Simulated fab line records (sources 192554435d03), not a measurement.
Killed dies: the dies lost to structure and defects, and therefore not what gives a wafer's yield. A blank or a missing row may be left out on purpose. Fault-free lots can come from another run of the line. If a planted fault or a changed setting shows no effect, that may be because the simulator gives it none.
fab line records	flow n5Finfet
record lots=4	wafers=12	lastDay=18
route steps=1938 shown BEOL_M4@1099 BEOL_M5@1112 BEOL_M12@1619 PASSIVATION@1936
lots untouched by any fault: they come from a run of this same line in which no faults occurred
startH: hours from the record's opening day to when the first of the lot's shown wafers began	waitH: hours since the lot's step before	" as in the row above	L1.1+2: several wafers, shown together as one row	- no value, or no start was given	* or withheld: withheld	< > ~ a bound
route shown NAME@n: names a module that has steps shown in the file, with the first one's number in the route	usual: the fault-free wafers' mean and standard deviation	same: alike in all rows	chamber/n: place in a boat	sites: per-site readings	_std_site: the standard deviation of these	_edge_site: mean of outer sites minus mean of inner sites	radiusMm: how far each site lies from the wafer's centre	mask NAME#n: copy n	behind: the tool/chamber that last shaped the wafer	hold: why the lot was held/for how many hours/how that ended	device: names the non-switching transistor (n, p or np)	end of line: the tests these same wafers got at the end of their route	step lacking rows: just its recipe	killed: dies lost to structure and defects at the first sort, not the wafer's yield	map: per-die view of a wafer (x killed, . not killed, _ where there is no die)
set.NAME: setting as actually run; set.NAME@STEP: the setting as run at that earlier step	model.NAME: the simulator's own value behind a step, which no gauge read
certain route steps with their lots: each step a table, each wafer a row
services: when a tool's chamber went out of use (startH, in hours from the record's first day, below 0 if earlier), for how many hours, and the reason
## steps
# step N5_BEOL_M4_ANNEAL_95
# recipe tempC=400	timeS=240	ambient=vacuum
# step N5_BEOL_M4_SPUTTER_96
# recipe material=Cu	targetThkA=45	tempC=-20	chamberPressurePa=0.07	powerW=withheld	timeS=8.29
# step N5_BEOL_M4_ECD_50
# recipe material=Cu	targetThkA=3000
# step N5_BEOL_M4_ANNEAL_51
# recipe tempC=225	timeS=90	ambient=N2
# step N5_BEOL_M4_CMP_52
# recipe stopOn=SiOC	tOverpolishS=6.8	downForcePsi=1	platenRpm=50	clearingPlatenDownForcePsi=1.5	clearingPlatenRpm=50	postCmpClean=cuAlkaline	targetThkNm=40	clearingPlatenPadVelocityMS=0.99484	padVelocityMS=0.99484
# step N5_BEOL_M4_PRE_CLEAN_60
# recipe gas=NH3/H2	timeS=15	tempC=*	rfPowerW=300
# step N5_BEOL_M4_CO_CAP_55
# recipe material=Co	targetThkA=20	tempC=200	precursor=CCTBA/H2	pressureTorr=30	timeS=102.1
# step N5_BEOL_M4_PRE_CLEAN_56
# recipe gas=NH3	timeS=15	tempC=withheld	rfPowerW=300
# step N5_BEOL_M4_DEP_57
# recipe material=SiCN	targetThkA=80	tempC=withheld	precursor=3MS/NH3	pressureTorr=3	rfW=202	timeS=14
# step N5_BEOL_M4_RC_MEAS_101
# usual DIBL_N=36.0/1.6	DIBL_P=35.8/2	IOFF_N=0.152/0.03	IOFF_P=0.20/0.031	ION_N=670/12	ION_P=459/7.4	SS_N=71.5/0.56	SS_P=73.2/0.64	VT_N=251/3.5	VT_P=-252/3.3
lot.wafer	tool	chamber	startH	waitH	DIBL_N[mV/V]	DIBL_P[mV/V]	IOFF_N[nA/um]	IOFF_P[nA/um]	ION_N[uA/um]	ION_P[uA/um]	SS_N[mV/dec]	SS_P[mV/dec]	VT_N[mV]	VT_P[mV]
L903.2	prober-01	0	238.61	0.2	36.0	36.9	0.158	0.23	674	471	71.4	73.7	249	-247
L903.4	"	0	"	"	36.6	37.6	0.160	0.24	669	457	71.3	73.4	250	-247
L903.5	"	0	"	"	36.3	38.0	0.149	0.25	656	461	71.5	73.1	254	-248
L907.4	prober-01	0	247.48	0.5	33.4	34.1	0.119	0.17	666	460	71.4	72.7	253	-252
L907.5	"	0	"	"	36.4	37.2	0.165	0.24	679	471	71.8	74.6	249	-247
L907.6	"	0	"	"	35.5	36.4	0.144	0.20	664	458	71.2	73.3	251	-252
L908.2	prober-02	0	252.90	0.2	34.8	35.0	0.124	0.17	664	456	71.4	73.1	251	-256
L908.3	"	0	"	"	34.8	35.0	0.128	0.16	663	452	70.9	72.8	250	-256
L908.4	"	0	"	"	35.9	37.1	0.146	0.19	666	454	72.0	74.0	250	-253
L918.3	prober-02	0	329.27	0.3	34.8	33.4	0.128	0.20	659	464	71.4	73.2	252	-246
L918.4	"	0	"	"	36.7	35.4	0.155	0.24	676	468	71.2	73.9	249	-246
L918.6	"	0	"	"	36.1	34.2	0.141	0.21	667	461	71.7	73.1	251	-248
# step N5_BEOL_M5_ILD_DEP_00
# recipe material=SiCOH_lowk	targetThkA=1406.4	tempC=300	precursor=DEMS/porogen	pressureTorr=5	rfW=500	timeS=25.9
# step N5_BEOL_M5_CURE_79
# recipe tempC=385	timeS=240	ambient=He/Ar	material=SiCOH_lowk
# step N5_BEOL_M5_PECVD_70
# recipe material=SiO2	targetThkA=160	tempC=400	precursor=TEOS/O2	pressureTorr=5.5	rfW=450	teosFlowSccm=53.8	gas=O2	flowSccm=3000	timeS=18
# step N5_BEOL_M5_HM_DEP_02
# recipe material=TiN	targetThkA=200	tempC=25	chamberPressurePa=0.49996
# step N5_BEOL_M5_COAT_59
# recipe resist=SOC	tempC=250	timeS=60	spinRpm=1500	resistThkNm=60
# step N5_BEOL_M5_COAT_60
# recipe resist=SiARC	tempC=220	timeS=60	spinRpm=1500	resistThkNm=12
# step N5_BEOL_M5_COAT_71
# recipe resist=underlayer	tempC=205	timeS=60	spinRpm=1500	resistThkNm=5
# step N5_BEOL_M5_COAT_05
# recipe resist=CAR-EUV	spinRpm=1500	resistThkNm=30
# step N5_BEOL_M5_EBR_07
# recipe solvent=PGMEA	ebrWidthMm=1.5
# step N5_BEOL_M5_SOFTBAKE_06
# recipe tempC=110	timeS=60	resist=CAR-EUV
# step N5_BEOL_M5_EXPOSE_08
# recipe maskId=M5	na=0.33	sourceShape=annular	sigmaInner=0.4	sigmaOuter=0.8	polarization=unpolarized	targetCdNm=28	doseMj=35.75
# step N5_BEOL_M5_PEB_09
# recipe pebTempC=100	pebTimeS=60	resist=CAR-EUV
# step N5_BEOL_M5_DEVELOP_10
# recipe developTimeS=30	developer=TMAH	resist=CAR-EUV	rinseLiquid=surfactantRinse	dry=airSpin	devTempC=23
# step N5_BEOL_M5_DESCUM_16
# recipe chemistry=O2	timeS=7	sourcePowerW=50	biasPowerW=20	pressureMtorr=20	rfFrequencyHz=2.712e+07	tempC=40	resist=CAR-EUV	o2FlowSccm=225
# step N5_BEOL_M5_ETCH_72
# recipe chemistry=N2/H2	target=underlayer	targetDepthA=65	maskMaterial=CAR-EUV	timeS=5.2	ionEnergyEv=200	pressureMtorr=30	sourceW=840	biasW=150	n2FlowSccm=200	h2FlowSccm=200	ends=cleared
# step N5_BEOL_M5_ETCH_61
# recipe chemistry=CF4	target=SiARC	targetDepthA=156	maskMaterial=CAR-EUV	timeS=26	ionEnergyEv=80	pressureMtorr=40	sourceW=545	biasW=36	Ar_flow_sccm=100	cf4FlowSccm=100	ends=cleared
# step N5_BEOL_M5_ETCH_62
# recipe chemistry=N2/H2	target=SOC	targetDepthA=750	overetchA=150	maskMaterial=SiARC	tempC=40	timeS=112.5	ionEnergyEv=200	pressureMtorr=30	sourceW=840	biasW=150	n2FlowSccm=200	h2FlowSccm=200
# step N5_BEOL_M5_STRIP_63
# recipe chemistry=N2/H2	tempC=40	n2FlowSccm=200	h2FlowSccm=200	rfFrequencyHz=6e+07
# step N5_BEOL_M5_STRIP_73
# recipe chemistry=N2/H2	tempC=40	n2FlowSccm=200	h2FlowSccm=200	rfFrequencyHz=6e+07
# step N5_BEOL_M5_STRIP_64
# recipe chemistry=CF4	resist=SiARC	powerW=300	biasPowerW=75	pressureMtorr=50	cf4FlowSccm=150	rfFrequencyHz=6e+07
# step N5_BEOL_M5_HM_OPEN_17
# recipe chemistry=Cl2/BCl3	targetDepthA=200	overetchA=60	target=TiN	maskMaterial=SOC	ionEnergyEv=150	pressureMtorr=10	icpW=1000	biasW=126	Cl2_flow_sccm=53.25	bcl3FlowSccm=21.75	Ar_flow_sccm=25
# step N5_BEOL_M5_STRIP_19
# recipe chemistry=O2	powerW=400	tempC=40	pressureMtorr=30	rfFrequencyHz=6e+07	biasPowerW=0	overashFraction=0.2	o2FlowSccm=225
# step N5_BEOL_M5_COAT_65
# recipe resist=SOC	tempC=250	timeS=60	spinRpm=1500	resistThkNm=60
# step N5_BEOL_M5_COAT_66
# recipe resist=SiARC	tempC=220	timeS=60	spinRpm=1500	resistThkNm=12
# step N5_BEOL_M12_STRIP_64
# recipe chemistry=N2/H2	powerW=1000	tempC=250	h2Frac=0.65	overashFraction=0.3	pressureMtorr=withheld	n2FlowSccm=1750	h2FlowSccm=3250
# usual drypumpMotorCurrentA=5.5/0.42	h2FlowSccm=3251/9.1	heaterPowerW=334/19	oesProductAu=0.715/0.0045	stripTimeToEndpointS=31.32/0.068
lot.wafer	tool	chamber	startH	waitH	drypumpMotorCurrentA	h2FlowSccm	heaterPowerW	oesProductAu	rfHoursCounterH	stripTimeToEndpointS	model.BARC_of_BEOL_M12_COAT_58.thkNm
L903.2	plasmaAsher-02	0	303.33	0.0	5.2	3262	320	0.714	87	31.28	0
L903.4	"	0	"	"	5.2	3263	330	0.715	-	31.28	0
L903.5	"	0	"	"	5.2	3249	325	0.724	-	31.34	0
L907.4	plasmaAsher-02	1	313.52	0.0	-	-	-	-	-	-	89.2
L907.5	"	0	"	"	-	-	-	-	-	-	89.4
L907.6	"	1	"	"	-	-	-	-	-	-	89.2
L908.2	plasmaAsher-02	0	320.83	0.0	-	-	-	-	-	-	89.4
L908.3	"	1	"	"	-	-	-	-	-	-	89.4
L908.4	"	0	"	"	-	-	-	-	-	-	89.4
L918.3	plasmaAsher-02	0	399.32	0.0	5.2	3247	328	0.711	-	31.37	0
L918.4	"	1	"	"	5.1	3262	348	0.716	-	31.34	0
L918.6	"	1	"	"	5.1	3248	352	0.715	-	31.39	0
# step N5_BEOL_M12_ETCH_38
# recipe chemistry=CF4/N2	target=SiCN	targetDepthA=687	taperDeg=2	timeS=73.4	ionEnergyEv=150	maskMaterial=SiO2	pressureMtorr=40	sourceW=430	biasW=70	Ar_flow_sccm=100	cf4FlowSccm=60	n2FlowSccm=60
# usual drypumpMotorCurrentA=5.7/0.45	oesProductAu=0.81/0.086	rfVppV=382.6/1.5	showerheadPlenumPTorr=2.21/0.048	throttleValvePct=15.42/0.18
# same timeS=73.4
lot.wafer	tool	chamber	startH	waitH	drypumpMotorCurrentA	oesProductAu	rfHoursCounterH	rfVppV	showerheadPlenumPTorr	throttleValvePct	model.BARC_of_BEOL_M12_COAT_58.thkNm
L903.2	rieDiel-02	0	305.11	-	5.2	0.91	17	383.6	2.25	15.33	0
L903.4	"	1	"	"	5.0	0.96	1	380.1	2.17	15.08	0
L903.5	"	1	"	"	5.0	0.97	-	381.6	2.17	15.09	0
L907.4	rieDiel-06	0	316.46	-	5.8	0.82	81	382.3	2.22	15.39	30.4
L907.5	"	0	"	"	5.8	0.83	-	382.1	2.22	15.40	30
L907.6	"	1	"	"	5.8	0.80	-	384.8	2.24	15.33	29.6
L908.2	rieDiel-02	0	324.69	-	5.2	0.89	24	384.6	2.24	15.35	30.2
L908.3	"	3	"	"	6.3	0.83	74	385.0	2.31	15.37	30.8
L908.4	"	1	"	"	5.0	0.93	8	381.2	2.16	15.11	32.2
L918.3	rieDiel-02	3	403.56	-	6.4	0.80	105	383.7	2.30	15.44	0
L918.4	"	1	"	"	5.0	0.86	40	380.8	2.15	15.17	0
L918.6	"	1	"	"	5.0	0.86	-	379.8	2.15	15.16	0
# step N5_PASSIVATION_PROBE_49
# usual defectLimitedYield=91.6/1.4	killed_at_M0_to_M3=33/10	killed_at_M4_up=13/5.3	killedAtContacts=13/5.9	killedAtFrontEnd=36/12	killedAtOther=4/3.1	killedDies=99/16	killedOpen=65/13	killedShort=32/7.3	sort_bin_5_function=4.9/0.9	sort_bin_6_memory=3.1/0.66	sortNPass=1081/17	sortYieldPct=91.6/1.4
# same grossDies=1180	killedAtBackSide=0	sort_bin_4_leakage[%]=0	sort_bin_8_speed[%]=0
lot.wafer	tool	chamber	startH	waitH	defectLimitedYield[%]	killed_at_M0_to_M3	killed_at_M4_up	killedAtContacts	killedAtFrontEnd	killedAtOther	killedDies	killedOpen	killedShort	sort_bin_5_function[%]	sort_bin_6_memory[%]	sortNPass	sortYieldPct[%]
L907.4	prober-01	-	350.17	0.2	49.5	28	489	33	45	1	596	85	34	46.6	3.6	584	49.5
L907.5	prober-01	-	350.22	0.2	50.2	23	504	19	39	3	588	64	35	46.2	3.2	592	50.2
L907.6	prober-01	-	350.27	0.3	52.2	28	500	9	27	0	564	55	28	45.4	2.1	616	52.2
L908.2	prober-02	-	353.41	0.1	50.0	37	510	4	36	3	590	63	25	47.4	2.3	590	50.0
L908.3	prober-02	-	353.46	0.1	47.8	33	541	18	24	0	616	50	32	49.4	2.5	564	47.8
L908.4	prober-02	-	353.51	0.2	45.1	28	569	21	26	4	648	52	35	52.2	2.3	532	45.1
# killed by level:class
L907.4 BEOL_M12:areaSputter=477 MOL_CONTACT_COAG:geometricParticle:open=24 STI_FIN_REVEAL:geometricParticle:open=14 MOL_CONTACT_COAG:geometricParticle:short=9 BEOL_M0_SAQP:geometricParticle:open=8 BEOL_M2:geometricParticle:open=8 GATE_CUT:geometricParticle:short=6 BEOL_M4:geometricParticle:open=6
L907.5 BEOL_M12:areaSputter=489 MOL_CONTACT_COAG:geometricParticle:open=15 FIN_SAQP:geometricParticle:short=11 BEOL_M4:geometricParticle:open=11 STI_FIN_REVEAL:geometricParticle:open=8 BEOL_M0_SAQP:geometricParticle:open=5 BEOL_M3:geometricParticle:open=5 STARTING-WAFER:geometricParticle:open=5
L907.6 BEOL_M12:areaSputter=480 BEOL_M4:geometricParticle:open=9 MOL_CONTACT_COAG:geometricParticle:open=8 BEOL_M0_SAQP:geometricParticle:short=6 BEOL_M0:geometricParticle:short=6 BEOL_M2:geometricParticle:open=6 STI_FIN_REVEAL:geometricParticle:open=5 BEOL_M0_SAQP:geometricParticle:open=5
L908.2 BEOL_M12:areaSputter=502 BEOL_M0_SAQP:geometricParticle:short=10 FIN_SAQP:geometricParticle:open=9 BEOL_M1:geometricParticle:open=8 STI_FIN_REVEAL:geometricParticle:open=8 DUMMY_GATE:geometricParticle:open=5 BEOL_M2:geometricParticle:open=5 BEOL_M3:geometricParticle:open=5
L908.3 BEOL_M12:areaSputter=531 MOL_CONTACT_COAG:geometricParticle:open=13 BEOL_M0_SAQP:geometricParticle:open=10 BEOL_M0_SAQP:geometricParticle:short=10 FIN_SAQP:geometricParticle:short=5 MOL_CONTACT_COAG:geometricParticle:short=5 STI_FIN_REVEAL:geometricParticle:open=4 FIN_SAQP:geometricParticle:open=3
L908.4 BEOL_M12:areaSputter=561 MOL_CONTACT_COAG:geometricParticle:open=15 BEOL_M0_SAQP:geometricParticle:open=9 BEOL_M0_SAQP:geometricParticle:short=8 MOL_CONTACT_COAG:geometricParticle:short=6 FIN_SAQP:geometricParticle:open=5 GATE_CUT:geometricParticle:short=4 FIN_SAQP:geometricParticle:short=3
# map L907.4 (x killed, . not)
_________________....x.......________________
______________........xx........_____________
___________..........x.....xx....x.__________
__________...xx....x......xx........_________
________.x....x....xxx.x.xx..x..xx.x.._______
_______x...x.x.x.xx.x.xxxx.....x....xx.______
______.....x......xx..xxxx.xxxx.x.x....._____
_____..x.xxx..x.xxxxxx.xxxxx.xxxx.x.....x____
____.......xxxx.xxxx.xxx..xxxx.xx.x..x....___
___....x.....xx.x.xxxxxxxxxx.xx....xxx...x.__
___xx...x.x..xxxxxxxxxxxxxxxxx.xxxx..x.....__
__.......xxxx.xx.xxxxxxxxxxxxxx.xxxx.xx.x..._
__.x.....x.xxxxxxxxxxxxxxxx.xxxxxx.x.x....x._
_x....xx...xxxxxx.xxxxxxxxx.xx.xx..xx.x......
_...x.x.xxx.xxxxxxxxxx..xxxxxxx.x.xxxxxx.....
_x....x..x.xx.xxxxxxxxx.xxx.xxxxxxxxx...x....
_..xxxxxxxxxxx.xxxxxxxxxxxxx.xxxxxxxx..x.....
_.......xxxx..xxxxxxxxxxxxxxxxxxx.xx....x....
_......x..x.x..xxxx..xxxxxxxxxxxxxxx.xx..x.x.
_...xx....xxx.xxx.xxxxxxx.xxxxxxx.xxx........
_.......xx..xx.xxxxxxxxxxxxxxx.xxxxxx........
__.......xxxxxxxxxxxx.xxxxx.xxxxxxxx.xxx...._
__x...xxx..x.xxxxxxxxxxxxxxxxx....x.x..xx..._
___x......x....xxxxxxxxxxxxxxxxx..xx.......__
___.....xx..x.xxxxxxxx.x...x.xx..xxx..x....__
____.x..xxx.x.xxxx...xxxxxx.xxxxxx.x...x..___
_____.......x.xxxxxxxxxxx.xx.xx.....x....____
______......x...xxx.xx.x.x..x.xx.......x_____
_______.x.x...xxxxx..xxxxx..xx...xx..x.______
________x...x....xx....xx..x.x........_______
__________.xx...x..x..x.....x.x....._________
___________...........x.....x.x....__________
______________..x.......x...x.xx_____________
_________________x.....x.....________________
# map L908.4 (x killed, . not)
_________________....xx..xx..________________
______________.x..x...xx...x.x.._____________
___________..x.x..x.....x..x.......__________
__________.......x.x..xxxxx....x.x.._________
________..x.x..x..x.x...x......xx...x._______
_______....x..x..x...xx.x.x.xxxx....x..______
______.x...x.x.x.xxxxxxxx.xx.xxx...x.x.._____
_____x.x.xx....xxxxx.xxx.xxxx...x........____
____..x..xxx..xx...x.xxxx..xxxxxxxxx..xx..___
___....x...xxxx.xxxxxxxxxxxxxxx..xxx.xx...x__
___......xxx.xx.xxxxxxx.xxxxxxxxxxxxxx..x..__
__...xxxxxxx.xxx.xxxxx.xxxxxxxxx.xx..x.x...._
__..x...xxxxxx.xxxxxxxxxxxxxx.xx..xxxx......_
_..xxx.xxxxxxxxxxxxxxxxxxxxx.x.xxxxx.xx......
_...xxxxx.xx..xxxxxxxxxxxxxxxxxxxxxxxxx.x.xx.
_..xx...xxxx.xxxxxxxxxxxxxxxxx.x.xxxx..x..x..
_....x.xxx.xx.xxxx.xxxxxxxxxxxxxxxxxx.x..x...
_....x..xxxxxx.xxxxxxxxxxxxxxxxx.xxx...x.....
_...x..xxxx.xxx.xxxx.xxxxxxxxxxx.xx..xx..x...
_.x..x.x.xxx.xxxxxxxxxxxxxxxxxxxx.xxxxx..x.x.
_x.x.....xxxxxxxxxxxxxxxxx.xxx.xx.xxx...x...x
__......xxxxxxxxx.xxxxxxxxxxxxxxx.xx...xx.xx_
__.....xxx.xxx.xxxxxxxxxxxx.xxx...xxxxx....._
___..x..xxx....xxxxxxxxxxxxxxxxxxx.x.x.....__
___....x.xxxx.x.xxxxxxxxxx.xxx.xx.x.x.x.x..__
____........x..x.xxx.xx.xxxxx.xxxxx...x...___
_____.........xxx.xxx.x.x.xxxx.x..x...x..____
______.xxx......xx...xxxxx.xx.x.......x._____
_______....x.xxx.xxx...xxxxx..x......xx______
________.x...x...xxxxx..xx.....x......_______
__________..x.........x.x.x.xxx....._________
___________..x..............x...x..__________
______________......x....xxx...._____________
_________________............________________
## services
tool	chamber	startH	hours	kind
rieDiel-06	2	318.16	10.9	repair
plasmaAsher-02	-	345.38	6.1	repair
rieDiel-02	0	359.18	8.3	repair
rieDiel-06	-	369.08	2.8	pm
rieDiel-06	3	388.92	-	clean
rieDiel-06	3	388.92	-	consumableReplace:focusRing
rieDiel-06	3	388.92	19.5	scheduledDown
rieDiel-06	3	388.92	19.5	ventCycle
rieDiel-02	0	396.89	2.6	repair
## key
firstSign step=N5_BEOL_M12_STRIP_64	reading=toolRecord	direction=missing
effect step=N5_PASSIVATION_PROBE_49	reading=killed_at_M4_up	direction=up	sigmas=96	usual=13	struck=519
modelEffect step=N5_BEOL_M12_STRIP_64	value=BARC_of_BEOL_M12_COAT_58.thkNm	without=0	struck=89.33
modelEffect step=N5_BEOL_M12_ETCH_38	value=BARC_of_BEOL_M12_COAT_58.thkNm	without=0	struck=30.53
moreKillsBornAt N5_BEOL_M12_SPUTTER_43@pvdSputter-02=3040
metAt N5_BEOL_M12_STRIP_64
struckWafers L907.4,L907.5,L907.6,L908.2,L908.3,L908.4
onsetBetween 303.33 313.52
fault kind=skippedStepWhole	tool=plasmaAsher-02	chamber=-	onsetH=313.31	steps=N5_BEOL_M12_STRIP_64	scope=struckLotsOnly
